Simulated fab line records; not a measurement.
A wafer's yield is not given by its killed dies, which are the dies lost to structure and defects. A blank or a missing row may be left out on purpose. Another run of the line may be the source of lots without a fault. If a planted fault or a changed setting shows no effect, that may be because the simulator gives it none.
fab line records	flow n5_finfet
record: lots: 5	wafers: 15	last_day: 17
route steps=1938 shown BEOL_M11@1542 PASSIVATION@1936
lots untouched by any fault: they come from a run of this same line in which no faults occurred
start_h: hours from the record's first day to the start of the lot's first wafer shown	wait_h: hours elapsed since this lot's preceding step	" the same as in the row above	L1.1+2: a single row standing in for several wafers	- no value present, or no start provided	* or withheld: withheld	< > ~ a bound
route shown NAME@n: a module of which the file shows steps, and the number in the route of the first	usual: mean/standard deviation taken from wafers without a fault	same: alike in all rows	chamber/n: place in a boat	sites: the reading at each site	_std_site: standard deviation of those values	_edge_site: inner sites' mean taken away from outer sites' mean	radius_mm: how far each site lies from the wafer's centre	mask NAME#n: copy n	behind: tool/chamber where the wafer was last shaped	hold: why the lot was held/for how many hours/how that ended	device: the n, p or np transistor that did not switch	end of line: the same wafers' tests at the end of the route	step lacking rows: just its recipe	killed: the dies lost at the first sort to structure and to defects; this is not the yield of the wafer	map: shows each die of a wafer: x if killed, . if not, _ if none is there
set.NAME: the setting that was run; set.NAME@STEP: the one run at that earlier step	model.NAME: the simulator's own value behind a step, which no gauge read
lots seen at some steps along the route; tables by step, rows by wafer
services: from which hour (start_h, from the record's first day; less than 0 if before it) a tool's chamber was out of use, for how many hours, and why
== steps ==
step: N5_BEOL_M11_COAT_60
recipe: resist: SiARC	temp_c: 220	time_s: 60	spin_rpm: 1500	resist_thk_nm: 30
step: N5_BEOL_M11_COAT_05
recipe: resist: CAR-ArF	spin_rpm: 1500	resist_thk_nm: 90
step: N5_BEOL_M11_EBR_07
recipe: solvent: PGMEA	ebr_width_mm: 1.5
step: N5_BEOL_M11_SOFTBAKE_06
recipe: temp_c: 110	time_s: 60	resist: CAR-ArF
step: N5_BEOL_M11_EXPOSE_08
recipe: mask_id: M11	na: 1.35	source_shape: dipole	sigma_inner: 0.411	sigma_outer: 0.611	polarization: te	dose_mj: 53.75
step: N5_BEOL_M11_PEB_09
recipe: peb_temp_c: withheld	peb_time_s: 60	resist: CAR-ArF
step: N5_BEOL_M11_DEVELOP_10
recipe: develop_time_s: 30	developer: TMAH	resist: CAR-ArF	rinse_liquid: diw	dry: air_spin	dev_temp_c: 23
step: N5_BEOL_M11_CD_MEAS_11
recipe: target_cd_nm: 64.1	landing_energy_ev: 500	detector: se_inlens	polarity: opening
usual: cd_nm: 63.7/0.56
lot.wafer	tool	chamber	start_h	wait_h	cd_nm
L868.1	cd_sem-02	0	227.53	-	64.7
L868.4	"	0	"	"	64.1
L868.6	"	0	"	"	63.0
L870.1	cd_sem-01	0	248.15	-	64.4
L870.2	"	0	"	"	63.7
L870.5	"	0	"	"	63.6
L877.2	cd_sem-03	0	295.61	-	62.1
L877.3	"	0	"	"	63.8
L877.6	"	0	"	"	63.1
L887.1	cd_sem-01	0	343.57	-	63.0
L887.3	"	0	"	"	64.3
L887.4	"	0	"	"	63.0
L891.1	cd_sem-02	0	361.73	-	63.6
L891.3	"	0	"	"	63.8
L891.6	"	0	"	"	63.6
step: N5_BEOL_M11_OVL_MEAS_12
recipe: points_per_wafer: 44
usual: M11_OVL: -0.5/0.85
lot.wafer	tool	chamber	start_h	wait_h	M11_OVL[nm]
L868.1	overlay-01	0	227.57	0.0	-0.5
L868.4	"	0	"	"	0.4
L868.6	"	0	"	"	0.5
L870.1	overlay-01	0	248.18	0.0	1.4
L870.2	"	0	"	"	-1.2
L870.5	"	0	"	"	0.5
L877.2	overlay-01	0	295.64	0.0	-1.5
L877.3	"	0	"	"	0.6
L877.6	"	0	"	"	-0.3
L887.1	overlay-02	0	343.60	0.0	-0.8
L887.3	"	0	"	"	-0.1
L887.4	"	0	"	"	0.3
L891.1	overlay-01	0	361.76	0.0	-1.3
L891.3	"	0	"	"	-1.4
L891.6	"	0	"	"	-2.0
step: N5_BEOL_M11_INSPECT_13
recipe: mode: adi	inspect_instrument: brightfield
usual: raw_defect_count: 412/100
lot.wafer	tool	chamber	start_h	wait_h	raw_defect_count
L868.1	defect_inspect-02	-	227.59	0.0	469
L868.4	"	-	"	"	537
L868.6	"	-	"	"	482
L870.1	defect_inspect-01	-	248.20	0.0	293
L870.2	"	-	"	"	444
L870.5	"	-	"	"	411
L877.2	defect_inspect-02	-	295.66	0.0	414
L877.3	"	-	"	"	442
L877.6	"	-	"	"	423
L887.1	defect_inspect-02	-	343.62	0.0	515
L887.3	"	-	"	"	457
L887.4	"	-	"	"	341
L891.1	defect_inspect-02	-	361.78	0.0	340
L891.3	"	-	"	"	314
L891.6	"	-	"	"	239
step: N5_BEOL_M11_DESCUM_16
recipe: chemistry: O2	time_s: 7.9	source_power_w: 50	bias_power_w: 20	pressure_mtorr: 20	rf_frequency_hz: 2.712e+07	temp_c: 40	resist: CAR-ArF	o2_flow_sccm: 225
usual: drypump_motor_current_A: 5.6/0.43	oes_product_au: 0.79/0.079	rf_vpp_V: 243.0/1.3	showerhead_plenum_p_Torr: 2.08/0.083	throttle_valve_pct: 20.4/0.3
lot.wafer	tool	chamber	start_h	wait_h	drypump_motor_current_A	oes_product_au	rf_hours_counter_h	rf_vpp_V	showerhead_plenum_p_Torr	throttle_valve_pct
L868.1	rie_diel-04	0	227.80	0.2	6.3	0.83	59	242.6	2.02	20.5
L868.4	"	1	"	"	5.0	0.67	248	242.5	2.04	20.5
L868.6	"	2	"	"	5.0	0.73	-	242.0	1.99	20.4
L870.1	rie_diel-03	0	248.42	0.2	5.8	0.70	196	242.4	2.19	21.1
L870.2	"	1	"	"	4.9	0.91	26	243.6	2.14	20.4
L870.5	"	3	"	"	5.9	0.86	-	244.0	2.12	20.3
L877.2	rie_diel-05	1	295.70	0.0	5.5	0.72	196	241.9	2.00	20.3
L877.3	"	2	"	"	5.8	0.72	172	242.5	2.11	20.8
L877.6	"	2	"	"	5.8	0.71	-	242.6	2.11	20.8
L887.1	rie_diel-04	0	343.67	0.0	6.3	0.79	96	243.0	2.01	20.6
L887.3	"	3	"	"	5.4	0.81	85	244.9	2.22	20.0
L887.4	"	2	"	"	5.0	0.70	220	242.4	1.98	20.4
L891.1	rie_diel-03	3	361.82	0.0	5.9	0.82	84	243.8	2.11	20.4
L891.3	"	1	"	"	4.9	0.84	64	244.3	2.13	20.4
L891.6	"	0	"	"	5.8	0.67	-	244.9	2.18	21.1
step: N5_BEOL_M11_ETCH_61
recipe: chemistry: CF4	target: SiARC	target_depth_a: 390	mask_material: CAR-ArF	time_s: 65	ion_energy_ev: 80	pressure_mtorr: 40	source_w: 545	bias_w: 36	Ar_flow_sccm: 100	cf4_flow_sccm: 100	ends: cleared
usual: bias_w: 35.99/0.1	drypump_motor_current_A: 5.6/0.43	etch_rf_on_time_s: 64.9/1.4	oes_product_au: 0.68/0.066	rf_vpp_V: 184.0/1.1	showerhead_plenum_p_Torr: 2.13/0.08	throttle_valve_pct: 15.54/0.25
lot.wafer	tool	chamber	start_h	wait_h	bias_w	drypump_motor_current_A	etch_rf_on_time_s	oes_product_au	rf_hours_counter_h	rf_vpp_V	showerhead_plenum_p_Torr	throttle_valve_pct
L868.1	rie_diel-04	0	227.84	0.0	35.98	6.3	63.0	0.73	59	183.2	2.07	15.67
L868.4	"	1	"	"	35.99	5.0	64.6	0.57	248	183.5	2.10	15.73
L868.6	"	2	"	"	35.91	4.9	63.6	0.64	-	183.0	2.04	15.62
L870.1	rie_diel-03	0	248.46	0.0	35.86	5.8	67.1	0.60	196	184.9	2.21	16.05
L870.2	"	1	"	"	35.94	4.9	62.5	0.78	26	184.7	2.19	15.45
L870.5	"	3	"	"	35.85	5.9	64.7	0.74	-	183.6	2.19	15.51
L877.2	rie_diel-05	1	295.73	0.0	36.08	5.5	65.5	0.61	196	183.6	2.03	15.44
L877.3	"	2	"	"	35.92	5.8	65.9	0.62	172	182.2	2.13	15.79
L877.6	"	2	"	"	36.01	5.8	66.1	0.62	-	185.2	2.13	15.79
L887.1	rie_diel-04	0	343.71	0.0	36.02	6.3	62.6	0.69	96	183.0	2.06	15.73
L887.3	"	3	"	"	36.02	5.4	65.9	0.67	85	185.3	2.26	15.24
L887.4	"	2	"	"	36.04	5.0	64.0	0.61	220	183.2	2.03	15.68
L891.1	rie_diel-03	3	361.85	0.0	35.77	5.9	64.0	0.70	84	185.5	2.17	15.58
L891.3	"	1	"	"	36.03	4.9	63.4	0.72	64	184.5	2.17	15.52
L891.6	"	0	"	"	36.18	5.8	66.7	0.57	-	186.5	2.20	16.13
step: N5_BEOL_M11_ETCH_62
recipe: chemistry: N2/H2	target: SOC	target_depth_a: 1100	overetch_a: 220	mask_material: SiARC	temp_c: 40	time_s: 165	ion_energy_ev: 200	pressure_mtorr: 30	source_w: 840	bias_w: 150	n2_flow_sccm: 200	h2_flow_sccm: 200
usual: bias_w: 150.1/0.43	drypump_motor_current_A: 5.6/0.43	oes_product_au: 0.67/0.062	rf_vpp_V: 523.3/2.8	showerhead_plenum_p_Torr: 2.52/0.095	throttle_valve_pct: 17.8/0.31
lot.wafer	tool	chamber	start_h	wait_h	bias_w	drypump_motor_current_A	oes_product_au	rf_hours_counter_h	rf_vpp_V	showerhead_plenum_p_Torr	throttle_valve_pct	model.SiARC_of_BEOL_M11_COAT_60.thk_nm	model.BEOL_M11.cd_offset_nm
L868.1	rie_diel-04	0	227.89	0.0	150.6	6.3	0.71	59	521.2	2.48	18.1	23.4	1
L868.4	"	1	"	"	150.3	5.0	0.57	248	522.3	2.48	17.8	23.4	0.4
L868.6	"	2	"	"	150.7	5.0	0.62	-	520.2	2.43	17.9	23.4	-0.4
L870.1	rie_diel-03	0	248.51	0.0	149.9	5.8	0.61	196	523.9	2.64	18.3	23.8	-0.2
L870.2	"	1	"	"	149.7	4.9	0.76	26	525.4	2.62	17.9	23.2	0
L870.5	"	3	"	"	150.2	5.9	0.74	-	524.3	2.55	17.5	23.2	-0.4
L877.2	rie_diel-05	1	295.78	0.0	150.4	5.5	0.61	196	520.7	2.40	17.5	23.4	-1.2
L877.3	"	2	"	"	150.0	5.8	0.62	172	525.1	2.53	18.1	23.6	0
L877.6	"	2	"	"	150.3	5.8	0.62	-	523.6	2.53	18.1	23.6	-0.6
L887.1	rie_diel-04	0	343.76	0.0	149.8	6.3	0.66	96	520.1	2.47	18.2	23.4	-0.6
L887.3	"	3	"	"	150.7	5.4	0.67	85	529.1	2.69	17.5	20.4	1.2
L887.4	"	2	"	"	150.7	5.0	0.60	220	520.0	2.42	18.0	23.4	-0.6
L891.1	rie_diel-03	3	361.90	0.0	149.8	6.0	0.69	84	524.7	2.54	17.5	23.2	-0.6
L891.3	"	1	"	"	150.1	4.9	0.71	64	526.1	2.60	18.0	23.4	0
L891.6	"	0	"	"	149.7	5.8	0.58	-	526.6	2.62	18.3	23.8	-0.8
step: N5_BEOL_M11_STRIP_68
recipe: chemistry: N2/H2	temp_c: 40	n2_flow_sccm: 200	h2_flow_sccm: 200	rf_frequency_hz: 6e+07
step: N5_BEOL_M11_STRIP_67
recipe: chemistry: CF4	resist: SiARC	power_w: 300	bias_power_w: 75	pressure_mtorr: 50	cf4_flow_sccm: 150	rf_frequency_hz: 6e+07
usual: drypump_motor_current_A: 5.6/0.43	oes_product_au: 0.79/0.072	power_w: 299.9/1	rf_vpp_V: 270.8/1.7	showerhead_plenum_p_Torr: 1.78/0.065	throttle_valve_pct: 13.51/0.27
lot.wafer	tool	chamber	start_h	wait_h	drypump_motor_current_A	oes_product_au	power_w	rf_hours_counter_h	rf_vpp_V	showerhead_plenum_p_Torr	throttle_valve_pct
L868.1	rie_diel-04	0	228.03	0.0	6.2	0.84	299.7	59	269.7	1.74	13.63
L868.4	"	1	"	"	5.0	0.66	299.3	248	269.3	1.75	13.77
L868.6	"	2	"	"	5.0	0.74	299.9	-	270.4	1.71	13.58
L870.1	rie_diel-03	0	248.65	0.0	5.8	0.72	300.3	197	272.4	1.86	14.04
L870.2	"	1	"	"	4.9	0.90	299.0	26	272.2	1.83	13.39
L870.5	"	3	"	"	5.9	0.86	299.4	-	269.5	1.83	13.43
L877.2	rie_diel-05	1	295.93	0.0	5.5	0.72	298.3	196	268.6	1.71	13.52
L877.3	"	2	"	"	5.8	0.72	298.7	172	269.4	1.79	13.75
L877.6	"	2	"	"	5.8	0.72	298.1	-	270.9	1.78	13.78
L887.1	rie_diel-04	0	343.90	0.0	6.3	0.80	299.5	96	270.8	1.73	13.70
L887.3	"	3	"	"	5.4	0.79	299.8	85	274.4	1.89	13.20
L887.4	"	2	"	"	5.0	0.71	301.0	220	267.1	1.70	13.66
L891.1	rie_diel-03	3	362.05	0.0	5.9	0.81	300.3	84	272.2	1.82	13.52
L891.3	"	1	"	"	4.9	0.84	299.1	64	271.0	1.82	13.49
L891.6	"	0	"	"	5.8	0.69	299.7	-	273.2	1.85	14.14
step: N5_BEOL_M11_HM_OPEN_17
recipe: chemistry: Cl2/BCl3	target_depth_a: 200	overetch_a: 60	target: TiN	mask_material: SOC	ion_energy_ev: 150	pressure_mtorr: 10	icp_w: 1000	bias_w: 126	Cl2_flow_sccm: 53.25	bcl3_flow_sccm: 21.75	Ar_flow_sccm: 25
usual: bias_w: 126.0/0.4	drypump_motor_current_A: 5.80/0.22	oes_product_au: 0.65/0.043	throttle_valve_pct: 22.12/0.26
lot.wafer	tool	chamber	start_h	wait_h	bias_w	drypump_motor_current_A	oes_product_au	rf_hours_counter_h	throttle_valve_pct	model.BEOL_M11.cd_offset_nm
L868.1	rie_metal-01	0	228.07	0.0	126.0	5.84	0.65	46	21.83	0.8
L868.4	"	1	"	"	126.2	5.80	0.65	-	22.51	0.2
L868.6	"	1	"	"	126.3	5.81	0.64	-	22.52	-0.6
L870.1	rie_metal-02	0	248.70	0.0	126.0	5.63	0.66	36	22.02	-0.2
L870.2	"	1	"	"	126.7	5.44	0.65	45	21.99	0
L870.5	"	0	"	"	125.8	5.65	0.65	-	21.99	-0.2
L877.2	rie_metal-02	1	295.97	0.0	126.1	5.46	0.63	50	22.00	-1.2
L877.3	"	0	"	"	125.9	5.63	0.64	-	22.02	0
L877.6	"	0	"	"	126.2	5.63	0.64	-	22.06	-0.4
L887.1	rie_metal-03	0	343.94	0.0	125.3	6.02	0.60	72	21.92	-0.6
L887.3	"	1	"	"	126.2	6.07	0.72	-	22.48	1.4
L887.4	"	0	"	"	125.9	6.04	0.60	-	21.91	-0.6
L891.1	rie_metal-03	1	362.09	0.0	125.3	6.10	0.72	19	22.47	-0.4
L891.3	"	0	"	"	126.0	6.02	0.59	-	21.93	0
L891.6	"	0	"	"	125.8	6.01	0.60	-	21.92	-1
step: N5_BEOL_M11_STRIP_19
recipe: chemistry: O2	power_w: 400	temp_c: 40	pressure_mtorr: 30	rf_frequency_hz: 6e+07	bias_power_w: 0	overash_fraction: 0.2	o2_flow_sccm: 225
usual: drypump_motor_current_A: 5.6/0.42	oes_product_au: 0.80/0.081	rf_vpp_V: 3.6/0.64	showerhead_plenum_p_Torr: 2.10/0.079	throttle_valve_pct: 16.7/0.3
lot.wafer	tool	chamber	start_h	wait_h	drypump_motor_current_A	oes_product_au	rf_hours_counter_h	rf_vpp_V	showerhead_plenum_p_Torr	throttle_valve_pct
L868.1	rie_diel-03	2	228.21	0.1	6.0	0.70	231	3.8	1.99	16.7
L868.4	"	3	"	"	6.0	0.87	39	2.9	2.13	16.5
L868.6	"	0	"	"	5.7	0.70	-	4.5	2.20	17.2
L870.1	rie_diel-05	2	248.85	0.1	5.8	0.73	158	4.1	2.12	17.0
L870.2	"	3	"	"	5.4	0.81	98	3.1	2.13	16.8
L870.5	"	2	"	"	5.8	0.73	-	3.4	2.12	17.0
L877.2	rie_diel-05	1	296.08	0.1	5.5	0.71	196	4.1	2.01	16.6
L877.3	"	0	"	"	6.1	0.87	62	3.8	2.05	16.3
L877.6	"	2	"	"	5.8	0.72	-	3.3	2.11	17.0
L887.1	rie_diel-03	3	344.06	0.1	5.9	0.83	77	4.2	2.12	16.6
L887.3	"	2	"	"	5.9	0.95	11	3.7	2.24	16.3
L887.4	"	1	"	"	4.9	0.86	57	3.6	2.13	16.6
L891.1	rie_diel-04	0	362.20	0.1	6.3	0.79	101	3.1	2.01	16.8
L891.3	"	1	"	"	5.0	0.86	36	3.5	2.03	16.4
L891.6	"	1	"	"	5.0	0.88	-	3.5	2.03	16.3
step: N5_PASSIVATION_PROBE_49
usual: defect_limited_yield: 91.2/1.3	killed_at_M0_to_M3: 34/10	killed_at_M4_up: 13/4.6	killed_at_contacts: 13/5.5	killed_at_front_end: 41/12	killed_at_other: 2.8/2.4	killed_dies: 104/16	killed_open: 67/12	killed_short: 33/7.2	sort_bin_5_function: 5.1/0.86	sort_bin_6_memory: 3.3/0.62	sort_n_pass: 1076/16	sort_yield_pct: 91.2/1.3
same: gross_dies: 1180	killed_at_back_side: 0	sort_bin_4_leakage[%]: 0	sort_bin_8_speed[%]: 0
lot.wafer	tool	chamber	start_h	wait_h	defect_limited_yield[%]	killed_at_M0_to_M3	killed_at_M4_up	killed_at_contacts	killed_at_front_end	killed_at_other	killed_dies	killed_open	killed_short	sort_bin_5_function[%]	sort_bin_6_memory[%]	sort_n_pass	sort_yield_pct[%]
L868.1	prober-01	-	273.48	0.0	91.9	31	12	12	39	1	95	67	21	4.3	3.1	1085	91.9
L868.4	prober-01	-	273.63	0.2	91.5	29	11	12	48	0	100	70	26	5.3	3.1	1080	91.5
L868.6	prober-01	-	273.73	0.3	90.0	33	23	27	30	5	118	71	42	6.2	3.4	1062	90.0
L870.1	prober-02	-	306.04	0.0	93.6	24	13	13	25	1	76	42	32	3.3	2.8	1104	93.6
L870.2	prober-02	-	306.09	0.1	91.1	34	7	9	52	3	105	68	37	5.6	2.9	1075	91.1
L870.5	prober-02	-	306.24	0.2	89.2	50	13	20	42	2	127	84	40	6.1	4.2	1053	89.2
L877.2	prober-02	-	338.66	0.1	91.1	29	17	4	52	3	105	67	31	4.7	3.3	1075	91.1
L877.3	prober-02	-	338.71	0.1	90.5	42	11	19	38	2	112	76	29	5.3	3.7	1068	90.5
L877.6	prober-02	-	338.86	0.3	90.0	46	14	14	42	2	118	75	43	5.1	4.7	1062	90.0
L887.1	prober-01	-	390.43	0.0	90.3	33	4	17	61	0	115	75	32	5.3	4.1	1065	90.3
L887.3	prober-01	-	390.53	0.1	91.7	18	9	23	48	0	98	66	29	4.7	3.3	1082	91.7
L887.4	prober-01	-	390.58	0.2	90.3	27	11	21	52	3	114	79	33	5.6	3.8	1066	90.3
killed by level:class
L868.1 STI_FIN_REVEAL:geometric_particle:open=13 FIN_SAQP:geometric_particle:open=8 MOL_CONTACT_COAG:geometric_particle:open=7 BEOL_M2:geometric_particle:open=7 BEOL_M1:geometric_particle:open=6 BEOL_M0:geometric_particle:open=5 BEOL_M0_SAQP:geometric_particle:open=5 MOL_CONTACT_COAG:geometric_particle:short=5
L868.4 STI_FIN_REVEAL:geometric_particle:open=23 BEOL_M2:geometric_particle:open=7 FIN_SAQP:geometric_particle:open=6 BEOL_M0_SAQP:geometric_particle:short=6 MOL_CONTACT_COAG:geometric_particle:open=6 MOL_CONTACT_COAG:geometric_particle:short=6 BEOL_M0:geometric_particle:open=5 BEOL_M5:geometric_particle:open=5
L868.6 MOL_CONTACT_COAG:geometric_particle:open=19 BEOL_M0_SAQP:geometric_particle:short=11 FIN_SAQP:geometric_particle:open=8 BEOL_M4:geometric_particle:open=7 MOL_CONTACT_COAG:geometric_particle:short=6 BEOL_M0_SAQP:geometric_particle:open=5 STARTING-WAFER:geometric_particle:open=5 BEOL_M4:geometric_particle:short=5
L870.1 STI_FIN_REVEAL:geometric_particle:open=8 MOL_CONTACT_COAG:geometric_particle:short=7 BEOL_M0_SAQP:geometric_particle:short=6 MOL_CONTACT_COAG:geometric_particle:open=5 BEOL_M5:geometric_particle:short=5 BEOL_M1:geometric_particle:open=4 BEOL_M4:geometric_particle:open=4 STARTING-WAFER:geometric_particle:short=4
L870.2 FIN_SAQP:geometric_particle:open=19 BEOL_M0_SAQP:geometric_particle:short=10 MOL_CONTACT_COAG:geometric_particle:open=9 FIN_SAQP:geometric_particle:short=6 STI_FIN_REVEAL:geometric_particle:open=5 DUMMY_GATE:geometric_particle:open=5 BEOL_M0_SAQP:geometric_particle:open=5 GATE_CUT:geometric_particle:open=4
L870.5 BEOL_M1:geometric_particle:open=19 FIN_SAQP:geometric_particle:open=14 MOL_CONTACT_COAG:geometric_particle:open=10 BEOL_M0_SAQP:geometric_particle:open=10 MOL_CONTACT_COAG:geometric_particle:short=9 FIN_SAQP:geometric_particle:short=8 BEOL_M3:geometric_particle:open=6 STI_FIN_REVEAL:geometric_particle:open=5
L877.2 FIN_SAQP:geometric_particle:open=8 FIN_SAQP:geometric_particle:short=8 BEOL_M0_SAQP:geometric_particle:open=8 BEOL_M1:geometric_particle:open=8 STI_FIN_REVEAL:geometric_particle:open=6 BEOL_M0_SAQP:geometric_particle:short=6 HKMG_FIN:area_etch=5 BEOL_M5:geometric_particle:open=4
L877.3 MOL_CONTACT_COAG:geometric_particle:open=12 BEOL_M0_SAQP:geometric_particle:short=9 BEOL_M3:geometric_particle:open=8 BEOL_M0_SAQP:geometric_particle:open=8 DUMMY_GATE:geometric_particle:open=7 BEOL_M1:geometric_particle:open=6 BEOL_M2:geometric_particle:open=6 FIN_SAQP:geometric_particle:short=5
L877.6 BEOL_M0_SAQP:geometric_particle:open=15 BEOL_M0_SAQP:geometric_particle:short=13 FIN_SAQP:geometric_particle:open=10 MOL_CONTACT_COAG:geometric_particle:open=9 DUMMY_GATE:geometric_particle:open=7 BEOL_M1:geometric_particle:open=7 FIN_SAQP:geometric_particle:short=5 MOL_CONTACT_COAG:geometric_particle:short=5
L887.1 MOL_CONTACT_COAG:geometric_particle:open=13 FIN_SAQP:geometric_particle:open=12 DUMMY_GATE:geometric_particle:open=9 BEOL_M3:geometric_particle:open=8 BEOL_M0_SAQP:geometric_particle:open=7 STI_FIN_REVEAL:geometric_particle:short=5 STI_FIN_REVEAL:geometric_particle:open=5 GATE_CUT:geometric_particle:short=5
L887.3 MOL_CONTACT_COAG:geometric_particle:open=18 DUMMY_GATE:geometric_particle:open=9 FIN_SAQP:geometric_particle:open=7 STI_FIN_REVEAL:geometric_particle:open=7 DUMMY_GATE:geometric_particle:short=7 FIN_SAQP:geometric_particle:short=6 BEOL_M0_SAQP:geometric_particle:open=5 BEOL_M0_SAQP:geometric_particle:short=5
L887.4 MOL_CONTACT_COAG:geometric_particle:open=14 FIN_SAQP:geometric_particle:open=9 STI_FIN_REVEAL:geometric_particle:open=8 FIN_SAQP:geometric_particle:short=7 GATE_CUT:geometric_particle:short=7 GATE_CUT:geometric_particle:open=6 BEOL_M0_SAQP:geometric_particle:short=6 BEOL_M3:geometric_particle:open=6
== services ==
tool	chamber	start_h	hours	kind
rie_metal-03	-	211.04	2.8	pm
rie_diel-04	1	231.91	-	clean
rie_diel-04	1	231.91	-	consumable_replace:focus_ring
rie_diel-04	1	231.91	14.9	scheduled_down
rie_diel-04	1	231.91	14.9	vent_cycle
rie_diel-05	-	243.98	0.4	repair
rie_diel-05	1	248.26	8.4	repair
rie_diel-05	-	265.91	4.3	pm
rie_metal-02	0	279.63	9.4	repair
rie_diel-05	-	283.06	1.3	repair
rie_diel-03	2	284.87	-	clean
rie_diel-03	2	284.87	-	consumable_replace:focus_ring
rie_diel-03	2	284.87	-	consumable_replace:showerhead
rie_diel-03	2	284.87	22.5	scheduled_down
rie_diel-03	2	284.87	22.5	vent_cycle
rie_diel-04	2	310.40	11.5	repair
rie_metal-01	-	340.25	9.7	repair
rie_diel-05	0	359.28	1.5	repair
== key ==
first_sign none at tools or gauges
model_effect: step: N5_BEOL_M11_ETCH_62	value: SiARC_of_BEOL_M11_COAT_60.thk_nm	without: 23.6	struck: 20.4
model_effect: step: N5_BEOL_M11_HM_OPEN_17	value: BEOL_M11.cd_offset_nm	without: -0.2	struck: 1.4
met_at N5_BEOL_M11_ETCH_62
struck_wafers L887.3
onset_between 227.89 343.76
fault: kind: process_parameter_drift	tool: rie_diel-04	chamber: -	onset_h: 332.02	steps: N5_BEOL_M11_ETCH_62	channel: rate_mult	offset: 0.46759	shape: step	end_h: 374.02	scope: struck_wafers_only
